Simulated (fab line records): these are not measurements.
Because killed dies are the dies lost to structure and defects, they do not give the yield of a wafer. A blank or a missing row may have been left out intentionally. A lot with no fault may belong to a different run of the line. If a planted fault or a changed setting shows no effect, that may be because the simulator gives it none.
Split-lot experiment -- flow n5_finfet -- 21 wafers read from 7 lots, route of 1938 steps

THE SPLIT ITSELF
At N5_BEOL_M14_PEB_08 (peb time 90 s), the setting peb_time_s was moved away from the recipe's 90 s on 7 of the 21 wafers read, by -22.3% to +14.8%. The other wafers ran this setting at the recipe's value.

FROM THE SPLIT TO THE READING: what the file shows between them, 2 steps
- N5_BEOL_M14_DEVELOP_09: develop time 45 s
- N5_BEOL_M14_HARDBAKE_14: time 120 s

THE READING
cd_nm (nm) at N5_BEOL_M14_CD_MEAS_10, where the cd target is 250 nm. On this fab line, fault-free wafers typically give 250.0 nm with a standard deviation of 1.6 nm.

wafer,"tool, chamber at the split","peb_time_s as run, s",against the recipe,"cd_nm, nm",against lot-mates on the recipe
L074.1,"litho_track-04, 0",90,recipe,250.1,-
L074.4,"litho_track-04, 0",103.3,+14.8%,255.3,+5.2
L074.6,"litho_track-04, 0",103.3,+14.8%,254.3,+4.2
L078.1,"litho_track-05, 0",90,recipe,251.6,-
L078.2,"litho_track-05, 0",90,recipe,248.8,-
L078.6,"litho_track-05, 0",90,recipe,249.8,-
L079.1,"litho_track-04, 0",90,recipe,252.8,-
L079.2,"litho_track-04, 0",75.87,-15.7%,243.0,-9.8
L079.6,"litho_track-04, 0",75.87,-15.7%,242.9,-9.9
L085.1,"litho_track-05, 0",90,recipe,249.6,-
L085.3,"litho_track-05, 0",90,recipe,248.3,-
L085.5,"litho_track-05, 0",78.44,-12.8%,243.6,-5.3
L094.4,"litho_track-05, 0",90,recipe,250.4,-
L094.5,"litho_track-05, 0",90,recipe,248.9,-
L094.6,"litho_track-05, 0",90,recipe,248.0,-
L093.1,"litho_track-01, 0",69.89,-22.3%,240.0,-7.9
L093.4,"litho_track-01, 0",90,recipe,247.9,-
L093.6,"litho_track-01, 0",69.89,-22.3%,240.8,-7.1
L095.1,"litho_track-05, 0",90,recipe,249.2,-
L095.2,"litho_track-05, 0",90,recipe,247.3,-
L095.6,"litho_track-05, 0",90,recipe,251.2,-

FIT RESULTS
A straight line over all 21 wafers: cd_nm changes by +0.401 nm for each +1% of peb_time_s; r = +0.95; the points scatter about the line by 1.3 nm.
The same after taking each lot's own level away (the mean of its wafers on the recipe; 21 wafers): +0.398 nm for each +1%; r = +0.93; scatter 1.6 nm.
That fit puts the effect of the largest move of peb_time_s on the reading at 8.9 nm.
Across the lots, their own levels run from 247.90 to 252.80 nm, a range of 3.1 times the standard deviation given above.
Consequently the slope shifts little with the lot-to-lot level, the two slopes agreeing.
Check: for one of the wafers moved furthest among these (-22.3%), held out of the fit, the line's prediction against its lot-mates is -9.65 nm. It came out at -7.9 nm against them.

FURTHER SPLITS ON THESE WAFERS
Note: prior to the reading, these wafers also went through further splits. Each is held against what the fit with the lots' levels taken away leaves over:
other split on the same wafers,wafers away from the commonest value,r with cd_nm (lot level and that fit taken away)
N5_BEOL_M11_DESCUM_16 time_s,4,-0.41
N5_BEOL_M12_ILD_DEP_00 time_s,6,-0.40
N5_BEOL_M13_COAT_66 spin_rpm,8,-0.09
N5_BEOL_M13_EXPOSE_25 dose_mj,7,-0.09

FILE'S OWN FIT
cd_nm changes by +0.409 nm for each +1% of peb_time_s, r = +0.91.
